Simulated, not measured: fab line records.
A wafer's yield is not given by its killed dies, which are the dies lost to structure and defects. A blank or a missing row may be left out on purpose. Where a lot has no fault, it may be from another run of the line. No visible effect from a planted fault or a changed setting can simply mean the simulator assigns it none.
fab line records	flow nand-harc
[record] lots = 14	wafers = 42	last-day = 33
route steps=1302 shown THIN_TSV@1250 END@1302
lots that met no fault: taken from a fault-free run of the same line
start-h: hours from the record's first day to the start of the lot's first wafer shown	wait-h: hours elapsed since this lot's preceding step	" the same as in the row above	L1.1+2: a single row standing in for several wafers	- no value present, or no start provided	* or withheld: withheld	< > ~ a bound
route shown NAME@n: names a module that has steps shown in the file, with the first one's number in the route	usual: mean/standard deviation of fault-free wafers	same: alike in all rows	chamber/n: place in a boat	sites: the reading at each site	_std_site: their standard deviation	_edge_site: mean of outer sites minus mean of inner sites	radius-mm: for every site, how far away it sits from the centre of the wafer	mask NAME#n: copy n	behind: the most recent tool/chamber to have shaped the wafer	hold: the reason the lot was held/the length of the hold in hours/how it ended	device: whichever transistor did not switch (one of n, p or np)	end of line: tests of these same wafers at the route's end	a step with no rows: only its recipe	killed: not the wafer's yield, but the dies lost to structure and defects at the first sort	map: a wafer's dies, x killed, . not, _ none there
set.NAME: the setting as run; set.NAME@STEP: as run at that earlier step	model.NAME: the simulator's own value behind a step, which no gauge read
a sample of lots followed through the steps of the route, with each step as a table and each wafer as a row
services: a tool's chamber out of use, with start hour (start-h, from the record's first day; less than 0 if before it), hours out, and reason
[[steps]]
[step NHARC_THIN_TSV_DEP_43]
[recipe] target-thk-a = 13285	temp-c = withheld	pressure-torr = 6.5	rf-w = 900	teos-flow-sccm = 161.4	flow-sccm = 2650	target-thk-nm = 1328.5	gas = O2	material = SiO2
[usual] flow-sccm = 2651/8.2	throttle-valve-pct = 15.8/0.53
lot.wafer	tool	chamber	start-h	wait-h	flow-sccm	throttle-valve-pct
L317.2	pecvd-04	1	536.60	-	2641	16.8
L317.6	"	1	"	"	2648	16.6
L317.5	"	2	"	"	2642	15.5
L318.2	pecvd-02	2	551.45	-	2646	16.2
L318.5	"	0	"	"	2646	16.3
L318.6	"	1	"	"	2653	16.8
L319.2	pecvd-04	1	572.16	-	2646	16.4
L319.1	"	0	"	"	2658	15.1
L319.6	"	1	"	"	2650	16.7
L321.2	pecvd-04	1	577.51	-	2643	16.8
L321.3	"	2	"	"	2637	15.8
L321.4	"	0	"	"	2634	15.4
L323.3	pecvd-01	2	611.40	-	2643	16.2
L323.5	"	1	"	"	2647	14.8
L323.6	"	2	"	"	2657	16.1
L322.2	pecvd-01	2	612.58	-	2662	16.1
L322.3	"	0	"	"	2643	16.1
L322.4	"	0	"	"	2660	16.1
L328.3	pecvd-04	1	648.39	-	2670	15.5
L328.1	"	2	"	"	2643	15.7
L328.6	"	1	"	"	2646	15.8
L327.2	pecvd-04	1	655.03	-	2644	15.8
L327.4	"	1	"	"	2652	15.5
L327.5	"	0	"	"	2662	14.9
L329.2	pecvd-04	0	663.01	-	2656	15.1
L329.5	"	2	"	"	2643	15.9
L329.4	"	1	"	"	2650	15.7
L330.1	pecvd-04	1	677.00	-	2652	15.6
L330.3	"	1	"	"	2663	16.0
L330.4	"	0	"	"	2651	15.1
L332.1	pecvd-02	2	694.70	-	2655	16.4
L332.5	"	2	"	"	2652	16.3
L332.4	"	1	"	"	2645	16.5
L336.6	pecvd-04	0	745.86	-	2645	15.1
L336.4	"	1	"	"	2646	15.9
L336.5	"	2	"	"	2647	15.7
L337.1	pecvd-01	2	746.94	-	2646	15.6
L337.6	"	1	"	"	2638	14.6
L337.4	"	2	"	"	2657	15.6
L339.1	pecvd-04	1	779.37	-	2648	16.0
L339.6	"	1	"	"	2651	16.0
L339.4	"	2	"	"	2653	16.0
[step NHARC_THIN_TSV_CD_MEAS_16]
[usual] cd-nm = 999.0/2
lot.wafer	tool	chamber	start-h	wait-h	cd-nm
L317.2	cd-sem-01	-	538.75	0.1	998.7
L317.5	"	-	"	"	998.4
L317.6	"	-	"	"	997.2
L318.2	cd-sem-03	-	553.15	0.1	1000.1
L318.5	"	-	"	"	998.3
L318.6	"	-	"	"	996.9
L319.1	cd-sem-02	-	573.83	0.1	999.1
L319.2	"	-	"	"	1000.0
L319.6	"	-	"	"	997.2
L321.2	cd-sem-01	-	579.42	0.1	997.3
L321.3	"	-	"	"	995.9
L321.4	"	-	"	"	994.4
L323.3	cd-sem-02	-	613.18	0.1	999.9
L323.5	"	-	"	"	997.3
L323.6	"	-	"	"	996.4
L322.2	cd-sem-03	-	614.24	0.1	997.0
L322.3	"	-	"	"	997.4
L322.4	"	-	"	"	997.0
L328.1	cd-sem-03	-	650.20	0.1	998.4
L328.3	"	-	"	"	997.1
L328.6	"	-	"	"	999.5
L327.2	cd-sem-03	-	656.70	0.1	998.8
L327.4	"	-	"	"	998.0
L327.5	"	-	"	"	998.2
L329.2	cd-sem-02	-	664.67	0.1	996.3
L329.4	"	-	"	"	1001.6
L329.5	"	-	"	"	999.6
L330.1	cd-sem-01	-	678.93	0.1	999.1
L330.3	"	-	"	"	995.6
L330.4	"	-	"	"	994.3
L332.1	cd-sem-02	-	696.51	0.1	997.2
L332.4	"	-	"	"	997.4
L332.5	"	-	"	"	998.6
L336.4	cd-sem-01	-	747.53	0.1	999.7
L336.5	"	-	"	"	996.1
L336.6	"	-	"	"	997.3
L337.1	cd-sem-01	-	748.67	0.1	1001.2
L337.4	"	-	"	"	998.7
L337.6	"	-	"	"	999.3
L339.1	cd-sem-02	-	780.98	0.1	999.1
L339.4	"	-	"	"	997.7
L339.6	"	-	"	"	997.5
[step NHARC_THIN_TSV_ETCHBACK_48]
[recipe] target-depth-a = 10285	over-etch-frac = 0.3	time-s = 405.17	ion-energy-ev = 250	c4f8-flow-sccm = withheld	ar-flow-sccm = withheld	rf-w = 600	bias-w = 300	chemistry = C4F8/Ar
[usual] oes-product-au = 0.95/0.032	rf-vpp-V = 547/3
lot.wafer	tool	chamber	start-h	wait-h	oes-product-au	rf-hours-counter-h	rf-vpp-V
L317.2	rie-diel-06	2	540.13	-	0.93	3	549
L317.6	"	1	"	"	0.94	-	551
L317.5	"	2	"	"	0.94	-	549
L318.2	rie-diel-06	2	554.50	-	1.02	5	548
L318.5	"	1	"	"	1.00	-	552
L318.6	"	2	"	"	1.01	-	547
L319.2	rie-diel-01	1	575.10	-	0.95	1	547
L319.1	"	2	"	"	0.97	1	548
L319.6	"	1	"	"	0.96	-	545
L321.3	rie-diel-06	3	580.89	-	0.97	2	544
L321.2	"	0	"	"	0.95	2	545
L321.4	"	1	"	"	0.93	-	550
L323.3	rie-diel-06	2	614.45	-	0.94	7	549
L323.6	"	2	"	"	0.93	-	548
L323.5	"	3	"	"	0.93	-	546
L322.4	rie-diel-03	1	615.51	-	0.93	8	552
L322.3	"	2	"	"	0.93	8	547
L322.2	"	0	"	"	0.91	8	543
L328.1	rie-diel-01	3	652.10	0.4	1.00	6	544
L328.3	"	0	"	"	1.01	6	552
L328.6	"	3	"	"	1.01	-	544
L327.2	rie-diel-03	3	658.04	-	0.99	1	553
L327.4	"	0	"	"	0.95	2	544
L327.5	"	2	"	"	0.99	-	546
L329.4	rie-diel-01	3	665.94	-	0.96	7	546
L329.2	"	1	"	"	0.96	7	545
L329.5	"	0	"	"	0.98	-	551
L330.1	rie-diel-06	3	680.21	-	0.97	0	544
L330.3	"	0	"	"	0.95	1	544
L330.4	"	2	"	"	0.97	0	550
L332.1	rie-diel-01	0	697.79	-	0.93	8	551
L332.4	"	1	"	"	0.92	8	545
L332.5	"	0	"	"	0.93	-	551
L336.4	rie-diel-03	0	748.83	-	0.93	7	544
L336.5	"	3	"	"	0.94	-	552
L336.6	"	0	"	"	0.93	-	544
L337.4	rie-diel-01	2	749.94	-	1.02	0	549
L337.1	"	1	"	"	1.00	0	545
L337.6	"	3	"	"	1.01	-	543
L339.1	rie-diel-01	0	782.32	-	0.91	3	551
L339.4	"	2	"	"	0.92	2	548
L339.6	"	0	"	"	0.91	-	550
[step NHARC_THIN_TSV_CD_MEAS_33]
[recipe] target-cd-nm = 5000	landing-energy-ev = 500
[usual] cd-nm = 4999.6/1.9
lot.wafer	tool	chamber	start-h	wait-h	cd-nm
L317.2	cd-sem-03	0	544.13	-	4999.3
L317.5	"	0	"	"	5000.7
L317.6	"	0	"	"	4996.8
L318.2	cd-sem-01	0	558.32	-	4998.3
L318.5	"	0	"	"	5002.2
L318.6	"	0	"	"	4997.9
L319.1	cd-sem-03	0	578.78	-	4998.3
L319.2	"	0	"	"	4995.3
L319.6	"	0	"	"	4996.0
L321.2	cd-sem-02	0	584.51	-	5001.6
L321.3	"	0	"	"	4999.0
L321.4	"	0	"	"	5001.0
L323.3	cd-sem-02	0	617.98	-	4999.6
L323.5	"	0	"	"	5001.9
L323.6	"	0	"	"	5000.6
L322.2	cd-sem-02	0	619.04	-	5002.1
L322.3	"	0	"	"	5001.6
L322.4	"	0	"	"	4997.6
L328.1	cd-sem-03	0	655.74	-	4997.5
L328.3	"	0	"	"	5002.2
L328.6	"	0	"	"	4998.7
L327.2	cd-sem-01	0	661.51	-	4997.1
L327.4	"	0	"	"	5000.1
L327.5	"	0	"	"	4997.7
L329.2	cd-sem-02	0	669.60	-	5002.7
L329.4	"	0	"	"	5002.2
L329.5	"	0	"	"	5000.4
L330.1	cd-sem-01	0	683.86	-	4996.8
L330.3	"	0	"	"	4999.2
L330.4	"	0	"	"	4999.8
L332.1	cd-sem-02	0	701.31	-	5001.5
L332.4	"	0	"	"	4999.3
L332.5	"	0	"	"	5001.6
L336.4	cd-sem-01	0	752.44	-	5001.7
L336.5	"	0	"	"	5003.2
L336.6	"	0	"	"	4998.5
L337.1	cd-sem-01	0	753.49	-	4998.7
L337.4	"	0	"	"	5001.3
L337.6	"	0	"	"	4998.0
L339.1	cd-sem-02	0	786.32	-	4997.9
L339.4	"	0	"	"	4999.9
L339.6	"	0	"	"	4999.0
[step NHARC_END_SORT_01]
[recipe] temp-c = 25
[usual] defect-limited-yield = 90.6/2.9	killed-at-array = 59/20	killed-at-other = 0.8/1.2	killed-at-periphery = 3.5/2.2	killed-dies = 63/20	killed-open = 3.3/1.8	killed-short = 2.6/1.7
[same] gross-dies = 677
lot.wafer	tool	chamber	start-h	wait-h	defect-limited-yield[%]	killed-at-array	killed-at-other	killed-at-periphery	killed-dies	killed-open	killed-short
L317.2	prober-01	0	552.69	2.8	94.1	40	0	0	40	2	3
L317.5	prober-01	0	555.10	3.7	93.8	40	1	1	42	1	0
L317.6	prober-01	0	555.90	4.0	93.8	36	0	6	42	2	2
L319.1	prober-02	0	587.88	2.5	89.8	65	0	4	69	1	1
L319.2	prober-02	0	588.68	2.8	87.0	85	0	3	88	3	7
L319.6	prober-02	0	591.91	4.0	87.4	80	1	4	85	8	3
L321.2	prober-02	0	596.53	2.8	92.9	39	5	4	48	5	4
L321.3	prober-02	0	597.32	3.1	93.6	37	2	4	43	2	2
L321.4	prober-02	0	598.12	3.4	93.6	38	3	2	43	2	4
L322.2	prober-02	0	627.83	2.8	91.3	55	0	4	59	2	1
L322.3	prober-02	0	628.64	3.1	91.3	53	0	6	59	3	1
L322.4	prober-02	0	629.44	3.4	89.2	69	0	4	73	3	8
L323.3	prober-01	0	628.66	3.1	86.3	87	4	2	93	1	4
L323.5	prober-01	0	630.27	3.7	88.3	74	2	3	79	2	5
L323.6	prober-01	0	631.08	4.0	86.6	84	3	4	91	6	3
L328.1	prober-01	0	664.84	2.5	91.4	51	0	7	58	3	1
L328.3	prober-01	0	666.42	3.1	93.4	40	1	4	45	0	1
L328.6	prober-01	0	668.79	4.0	91.7	52	0	4	56	1	1
L327.2	prober-02	0	671.47	2.8	0	33	641	3	677	4	2
L327.4	prober-02	0	673.05	3.4	0	38	634	5	677	8	1
L327.5	prober-02	0	673.84	3.7	95.3	28	0	4	32	2	3
L329.2	prober-01	0	679.39	2.8	84.9	100	1	1	102	1	5
L329.4	prober-01	0	680.98	3.4	0	99	577	1	677	4	4
L329.5	prober-01	0	681.78	3.7	86.1	93	0	1	94	4	1
L330.1	prober-01	0	693.13	2.5	0	39	635	3	677	2	1
L330.3	prober-01	0	694.74	3.1	0	35	638	4	677	6	2
L330.4	prober-01	0	695.54	3.4	95.6	27	1	2	30	2	1
// killed by level:class
L317.2 A_CHANNEL_HOLE_D2:chamber-film-flake=28 A_ONON_D1:geometric-particle:short=2 A_ONON_D1:geometric-particle:open=2 A_STAIRCASE:chamber-film-flake=2 A_CONTACT:chamber-film-flake=2 A_DECK1_JOINT:geometric-particle:short=1 A_CHANNEL_FILL_D1:chamber-film-flake=1 A_DECK1_JOINT:chamber-film-flake=1
L317.5 A_CHANNEL_HOLE_D2:chamber-film-flake=24 A_CONTACT:chamber-film-flake=6 A_CHANNEL_HOLE_D1:chamber-film-flake=4 A_DECK1_JOINT:chamber-film-flake=2 A_STAIRCASE:chamber-film-flake=2 A_BLC:geometric-particle:open=1 P_BONDPAD:chamber-film-flake=1 A_CHANNEL_FILL_D2:chamber-film-flake=1
L317.6 A_CHANNEL_HOLE_D2:chamber-film-flake=23 A_CONTACT:chamber-film-flake=5 P_GATE:chamber-film-flake=3 A_STAIRCASE:chamber-film-flake=3 P_BONDPAD:chamber-film-flake=2 A_DECK1_JOINT:chamber-film-flake=2 P_CONTACT:geometric-particle:open=1 A_ONON_D1:geometric-particle:short=1
L319.1 A_CHANNEL_HOLE_D2:chamber-film-flake=26 A_SLIT:chamber-film-flake=25 A_CONTACT:chamber-film-flake=6 A_STAIRCASE:chamber-film-flake=4 P_ZERO_WELL:chamber-film-flake=2 A_CHANNEL_HOLE_D1:chamber-film-flake=2 P_M0:geometric-particle:open=1 A_CONTACT:geometric-particle:short=1
L319.2 A_CHANNEL_HOLE_D2:chamber-film-flake=36 A_SLIT:chamber-film-flake=30 A_CONTACT:chamber-film-flake=4 P_GATE:chamber-film-flake=3 A_CHANNEL_FILL_D2:geometric-particle:open=2 A_WL_FILL:geometric-particle:short=2 A_BLC:geometric-particle:short=2 A_STAIRCASE:chamber-film-flake=2
L319.6 A_CHANNEL_HOLE_D2:chamber-film-flake=32 A_SLIT:chamber-film-flake=26 A_CHANNEL_HOLE_D1:chamber-film-flake=6 A_STAIRCASE:chamber-film-flake=3 A_ONON_D2:geometric-particle:open=2 A_WL_FILL:geometric-particle:short=2 A_CONTACT:chamber-film-flake=2 P_CONTACT:geometric-particle:open=1
L321.2 A_CHANNEL_HOLE_D2:chamber-film-flake=24 THIN_TSV:chamber-film-flake=5 A_CONTACT:chamber-film-flake=4 P_CONTACT:geometric-particle:open=2 P_ZERO_WELL:chamber-film-flake=2 A_STAIRCASE:chamber-film-flake=2 A_ONON_D1:geometric-particle:short=1 A_CHANNEL_HOLE_D1:geometric-particle:short=1
L321.3 A_CHANNEL_HOLE_D2:chamber-film-flake=20 A_CONTACT:chamber-film-flake=5 A_STAIRCASE:chamber-film-flake=4 A_CHANNEL_HOLE_D1:chamber-film-flake=3 P_GATE:chamber-film-flake=2 A_SLIT:chamber-film-flake=2 THIN_TSV:chamber-film-flake=2 P_CONTACT:geometric-particle:open=1
L321.4 A_CHANNEL_HOLE_D2:chamber-film-flake=25 A_CONTACT:chamber-film-flake=4 THIN_TSV:chamber-film-flake=3 A_CHANNEL_FILL_D2:geometric-particle:short=2 A_CHANNEL_HOLE_D1:chamber-film-flake=2 P_GATE:geometric-particle:open=1 A_CHANNEL_FILL_D1:geometric-particle:short=1 A_CHANNEL_HOLE_D2:geometric-particle:short=1
L322.2 A_SLIT:chamber-film-flake=30 A_CHANNEL_HOLE_D2:chamber-film-flake=11 A_CONTACT:chamber-film-flake=7 P_ZERO_WELL:chamber-film-flake=2 A_CHANNEL_HOLE_D1:chamber-film-flake=2 A_STAIRCASE:chamber-film-flake=2 P_CONTACT:geometric-particle:open=1 P_M0:geometric-particle:open=1
L322.3 A_SLIT:chamber-film-flake=28 A_CHANNEL_HOLE_D2:chamber-film-flake=9 A_CONTACT:chamber-film-flake=6 P_STI:chamber-film-flake=3 A_CHANNEL_HOLE_D1:chamber-film-flake=2 A_STAIRCASE:chamber-film-flake=2 P_CONTACT:geometric-particle:open=1 A_DECK1_JOINT:geometric-particle:open=1
L323.3 A_CHANNEL_HOLE_D2:chamber-film-flake=39 A_SLIT:chamber-film-flake=28 A_STAIRCASE:chamber-film-flake=5 THIN_TSV:chamber-film-flake=4 A_CHANNEL_HOLE_D1:chamber-film-flake=3 A_WL_FILL:chamber-film-flake=3 A_CONTACT:chamber-film-flake=3 A_DECK1_JOINT:geometric-particle:short=2
L322.4 A_SLIT:chamber-film-flake=34 A_CHANNEL_HOLE_D2:chamber-film-flake=12 A_CONTACT:chamber-film-flake=6 A_CHANNEL_HOLE_D1:geometric-particle:short=3 A_WL_FILL:geometric-particle:short=2 P_ZERO_WELL:chamber-film-flake=2 A_CHANNEL_HOLE_D1:chamber-film-flake=2 A_STAIRCASE:chamber-film-flake=2
L323.5 A_SLIT:chamber-film-flake=32 A_CHANNEL_HOLE_D2:chamber-film-flake=21 A_STAIRCASE:chamber-film-flake=7 A_CHANNEL_HOLE_D1:chamber-film-flake=3 A_SGD_CUT:chamber-film-flake=3 A_CONTACT:chamber-film-flake=2 P_CONTACT:geometric-particle:short=1 P_CONTACT:geometric-particle:open=1
L323.6 A_SLIT:chamber-film-flake=34 A_CHANNEL_HOLE_D2:chamber-film-flake=30 A_CHANNEL_HOLE_D1:chamber-film-flake=4 A_M0:geometric-particle:open=3 A_ZERO_WELL:chamber-film-flake=3 THIN_TSV:chamber-film-flake=3 A_STAIRCASE:chamber-film-flake=3 P_CONTACT:geometric-particle:open=1
L328.1 A_CHANNEL_HOLE_D1:chamber-film-flake=29 A_ZERO_WELL:chamber-film-flake=6 A_CONTACT:chamber-film-flake=4 A_BLC:chamber-film-flake=4 P_GATE:chamber-film-flake=3 A_SLIT:chamber-film-flake=3 A_CHANNEL_FILL_D2:chamber-film-flake=2 A_STAIRCASE:chamber-film-flake=2
L328.3 A_CHANNEL_HOLE_D1:chamber-film-flake=24 A_CONTACT:chamber-film-flake=5 A_STAIRCASE:chamber-film-flake=3 P_GATE:chamber-film-flake=2 A_BONDPAD:chamber-film-flake=2 A_CHANNEL_FILL_D2:geometric-particle:short=1 P_ZERO_WELL:chamber-film-flake=1 P_M1:chamber-film-flake=1
L328.6 A_CHANNEL_HOLE_D1:chamber-film-flake=33 A_CONTACT:chamber-film-flake=4 A_BLC:chamber-film-flake=4 P_GATE:chamber-film-flake=3 A_ZERO_WELL:chamber-film-flake=3 A_CHANNEL_FILL_D2:chamber-film-flake=2 A_STAIRCASE:chamber-film-flake=2 A_WL_FILL:geometric-particle:short=1
L327.2 THIN_TSV:area-dep=641 A_CHANNEL_HOLE_D2:chamber-film-flake=12 A_CHANNEL_HOLE_D1:chamber-film-flake=7 A_M0:geometric-particle:open=2 P_M2:chamber-film-flake=2 A_DECK1_JOINT:chamber-film-flake=2 A_CHANNEL_FILL_D2:chamber-film-flake=2 A_SLIT:chamber-film-flake=2
L327.4 THIN_TSV:area-dep=631 A_CHANNEL_HOLE_D2:chamber-film-flake=22 A_WL_FILL:geometric-particle:open=4 A_CHANNEL_HOLE_D1:chamber-film-flake=3 THIN_TSV:chamber-film-flake=3 P_M2:chamber-film-flake=2 A_CONTACT:chamber-film-flake=2 P_M0:geometric-particle:open=1
L327.5 A_CHANNEL_HOLE_D2:chamber-film-flake=14 A_CHANNEL_HOLE_D1:chamber-film-flake=3 A_DECK1_JOINT:chamber-film-flake=3 P_M1:chamber-film-flake=2 A_CHANNEL_FILL_D2:chamber-film-flake=2 A_CONTACT:chamber-film-flake=2 P_M0:geometric-particle:short=1 A_CHANNEL_FILL_D1:geometric-particle:open=1
L329.2 A_SLIT:chamber-film-flake=29 A_CHANNEL_HOLE_D1:chamber-film-flake=28 A_CHANNEL_HOLE_D2:chamber-film-flake=26 A_CONTACT:chamber-film-flake=7 A_DECK1_JOINT:geometric-particle:short=2 A_CHANNEL_HOLE_D1:geometric-particle:short=1 A_CHANNEL_HOLE_D2:geometric-particle:short=1 A_CONTACT:geometric-particle:open=1
L329.4 THIN_TSV:area-dep=577 A_CHANNEL_HOLE_D1:chamber-film-flake=38 A_SLIT:chamber-film-flake=27 A_CHANNEL_HOLE_D2:chamber-film-flake=11 A_CONTACT:chamber-film-flake=10 A_WL_FILL:geometric-particle:short=2 A_STAIRCASE:chamber-film-flake=2 P_GATE:geometric-particle:open=1
L329.5 A_SLIT:chamber-film-flake=37 A_CHANNEL_HOLE_D1:chamber-film-flake=26 A_CHANNEL_HOLE_D2:chamber-film-flake=16 A_CONTACT:chamber-film-flake=5 P_CONTACT:geometric-particle:open=1 A_CHANNEL_FILL_D1:geometric-particle:open=1 A_DECK1_JOINT:geometric-particle:short=1 A_DECK1_JOINT:geometric-particle:open=1
L330.1 THIN_TSV:area-dep=634 A_CHANNEL_HOLE_D1:chamber-film-flake=14 A_CONTACT:chamber-film-flake=9 A_SLIT:chamber-film-flake=5 A_SGD_CUT:chamber-film-flake=3 P_STI:chamber-film-flake=2 A_CHANNEL_FILL_D2:chamber-film-flake=2 A_M0:chamber-film-flake=2
L330.3 THIN_TSV:area-dep=638 A_SGD_CUT:chamber-film-flake=8 A_CONTACT:chamber-film-flake=8 A_CHANNEL_HOLE_D1:chamber-film-flake=7 A_SLIT:chamber-film-flake=2 A_M0:chamber-film-flake=2 P_STI:geometric-particle:open=1 A_SOURCE_PLATE:geometric-particle:open=1
L330.4 A_SGD_CUT:chamber-film-flake=11 A_CONTACT:chamber-film-flake=5 A_CHANNEL_HOLE_D1:chamber-film-flake=4 A_M0:chamber-film-flake=2 A_ONON_D1:geometric-particle:short=1 A_CHANNEL_FILL_D1:geometric-particle:open=1 A_BLC:geometric-particle:open=1 P_STI:chamber-film-flake=1
[[services]]
tool	chamber	start-h	hours	kind
rie-diel-06	3	529.79	30.2	repair
rie-diel-06	0	533.74	22.4	repair
rie-diel-06	1	547.11	2.3	repair
pecvd-04	1	555.40	11.6	repair
rie-diel-01	-	557.80	9.0	pm
rie-diel-06	2	573.13	8.4	repair
rie-diel-03	2	584.97	7.5	repair
pecvd-02	-	589.00	13.0	pm
pecvd-04	-	631.16	13.0	pm
rie-diel-03	-	635.30	9.0	pm
pecvd-01	0	647.21	6.6	repair
rie-diel-06	-	661.30	9.0	pm
rie-diel-03	1	664.96	4.9	repair
pecvd-04	2	671.85	6.7	repair
pecvd-01	-	673.28	13.0	pm
pecvd-04	-	679.85	2.4	repair
rie-diel-03	3	688.27	2.8	repair
rie-diel-03	3	704.20	15.2	repair
rie-diel-01	1	714.76	2.4	repair
rie-diel-01	-	734.93	9.0	pm
pecvd-04	-	748.95	2.9	repair
pecvd-01	0	753.55	4.4	repair
rie-diel-06	3	755.13	4.3	repair
rie-diel-06	1	768.05	4.7	repair
[[key]]
[first-sign] step = NHARC_END_SORT_01	reading = killed-at-other	direction = up	sigmas = 99+	usual = 0.8	struck = 625
[effect] step = NHARC_END_SORT_01	reading = defect-limited-yield	direction = down	sigmas = 31	usual = 90.6	struck = 0
[more-kills-born-at] NHARC_THIN_TSV_DEP_43@pecvd-04 = 3121
met-at NHARC_THIN_TSV_DEP_43
struck-lots L327,L329,L330
struck-wafers L327.2,L327.4,L329.4,L330.1,L330.3
later-rows-left-out L327.2,L327.4,L329.4,L330.1,L330.3
not-acting-at NHARC_THIN_TSV_CD_MEAS_16,NHARC_THIN_TSV_ETCHBACK_48,NHARC_THIN_TSV_CD_MEAS_33
onset-between 648.39 655.03
[fault] kind = process-parameter-drift	tool = pecvd-04	chamber = 1	onset-h = 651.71	steps = NHARC_THIN_TSV_DEP_43	channel = target-thk-nm	offset = 1027.6	shape = step	end-h = 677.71	acts-in = these-recipes-only	stated = 1328.5
// later-rows-left-out: the simulator's readings of these wafers behind a module that went badly wrong aren't trusted and aren't shown, but for the sort
